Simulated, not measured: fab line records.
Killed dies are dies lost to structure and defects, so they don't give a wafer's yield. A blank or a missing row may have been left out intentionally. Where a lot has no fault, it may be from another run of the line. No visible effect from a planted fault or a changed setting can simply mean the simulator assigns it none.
A single fault, viewed from 3 desks || flow n5-finfet || numbers are kept per desk, each desk with only its own; the story behind them comes last

== THE DEFECT DESK ==
For each lot, the counts of the inspections along the route, averaged over the sampled wafers that have a number. The brackets show how far a lot's mean lies from the usual mean; more than 4 standard deviations puts the lot out of limits, marked OUT.
Columns: A = raw-defect-count at N5_STI_FIN_REVEAL_INSPECT_13, usual 12
{"lot": "L953", "first seen here": "day 3 00:51", "A": 11}
{"lot": "L954", "first seen here": "day 3 08:22", "A": 10}
{"lot": "L956", "first seen here": "day 3 19:39", "A": 8}
{"lot": "L957", "first seen here": "day 4 01:54", "A": 12}
{"lot": "L958", "first seen here": "day 4 07:07", "A": 20}
{"lot": "L963", "first seen here": "day 5 16:17", "A": 12}
{"lot": "L964", "first seen here": "day 5 21:23", "A": 18}
{"lot": "L967", "first seen here": "day 6 13:42", "A": 15}
{"lot": "L968", "first seen here": "day 6 20:05", "A": 14}
{"lot": "L969", "first seen here": "day 7 01:28", "A": 15}
This desk's finding: nothing out of limits on any of the 10 lots.

== AT THE METROLOGY DESK ==
What the gauges read for every lot (on any tool): the sampled wafers with a number, averaged. The brackets show how far a lot's mean lies from the usual mean; more than 4 standard deviations puts the lot out of limits, marked OUT. 7 of its 10 readings are shown, namely those furthest out on some lot.
Columns: A = DIBL_N at N5_BEOL_M4_RC_MEAS_101, usual 36.3 mV/V; B = IOFF_P at N5_BEOL_M4_RC_MEAS_101, usual 0.211 nA/um; C = ION_N at N5_BEOL_M4_RC_MEAS_101, usual 672 uA/um; D = ION_P at N5_BEOL_M4_RC_MEAS_101, usual 462 uA/um; E = SS_N at N5_BEOL_M4_RC_MEAS_101, usual 71.5 mV/dec; F = SS_P at N5_BEOL_M4_RC_MEAS_101, usual 73.3 mV/dec; G = VT_N at N5_BEOL_M4_RC_MEAS_101, usual 249.9 mV
{"lot": "L954", "first seen here": "day 10 03:50", "A": 35.6, "B": 0.220, "C": 672, "D": 463, "E": 71.2, "F": 72.5, "G": 252.1}
{"lot": "L953", "first seen here": "day 10 12:52", "A": 35.4, "B": 0.175, "C": 670, "D": 454, "E": 71.5, "F": 73.4, "G": 249.8}
{"lot": "L956", "first seen here": "day 11 10:13", "A": 35.8, "B": 0.188, "C": 684, "D": 463, "E": 71.4, "F": 73.3, "G": 249.9}
{"lot": "L957", "first seen here": "day 11 17:12", "A": 37.6, "B": 0.201, "C": 674, "D": 455, "E": 71.3, "F": 73.1, "G": 248.8}
{"lot": "L958", "first seen here": "day 13 01:34", "A": 36.8, "B": 0.208, "C": 679, "D": 460, "E": 71.6, "F": 73.5, "G": 248.7}
{"lot": "L963", "first seen here": "day 14 23:47", "A": 35.6, "B": 0.197, "C": 666, "D": 456, "E": 70.8, "F": 73.2, "G": 249.0}
{"lot": "L964", "first seen here": "day 15 10:38", "A": 36.3, "B": 0.231, "C": 659, "D": 458, "E": 72.0, "F": 73.3, "G": 253.6}
{"lot": "L967", "first seen here": "day 15 15:35", "A": 35.3, "B": 0.200, "C": 664, "D": 459, "E": 71.9, "F": 73.2, "G": 252.7}
{"lot": "L968", "first seen here": "day 16 16:17", "A": 36.5, "B": 0.231, "C": 689, "D": 471, "E": 71.9, "F": 74.0, "G": 245.9}
{"lot": "L969", "first seen here": "day 17 01:21", "A": 37.9, "B": 0.220, "C": 676, "D": 462, "E": 71.5, "F": 73.6, "G": 249.4}
This desk's finding: nothing out of limits on any of the 10 lots.

== DESK OF THE TOOL OWNER: litho-track-05 ==
The tool's own readings at N5_DUMMY_GATE_COAT_09 (resist thk 30 nm): means of the sampled wafers that have a number, for each lot that ran on this tool. The brackets show how far a lot's mean lies from the usual mean; more than 4 standard deviations puts the lot out of limits, marked OUT.
Columns: A = spin-speed-rpm at N5_DUMMY_GATE_COAT_09, usual 1500.0 rpm
{"lot": "L953", "first seen here": "day 3 09:04", "A": 1499.3}
{"lot": "L954", "first seen here": "day 3 16:37", "A": 1500.1}
{"lot": "L967", "first seen here": "day 6 21:56", "A": 1500.0}
{"lot": "L968", "first seen here": "day 7 04:18", "A": "1722.4 (+99 or more) OUT"}
{"lot": "L969", "first seen here": "day 7 09:41", "A": "1723.3 (+99 or more) OUT"}
This desk's verdict: out of limits on L968, L969, starting with L968 at day 7 04:18 (spin-speed-rpm at N5_DUMMY_GATE_COAT_09). In limits: L953, L954, L967.

== TAKEN TOGETHER ==
The tool owner's desk had the chance to raise an alarm at day 7 04:18 on L968, L969.
Nothing the defect desk looked at was out of limits.
At the metrology desk, nothing out of limits was observed.
The defect desk has L968, L969 on record, within its limits.
The metrology desk has L968, L969 on record, within its limits.
Every lot named ran N5_DUMMY_GATE_COAT_09 on litho-track-05.

== WHAT WAS PUT IN BY THE SIMULATOR ==
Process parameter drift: litho-track-05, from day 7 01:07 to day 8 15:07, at N5_DUMMY_GATE_COAT_09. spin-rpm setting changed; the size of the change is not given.
Lots struck among those shown: L968, L969.
Delay in hours, fault start to first out-of-limits reading, by desk: the tool owner's desk at 3.
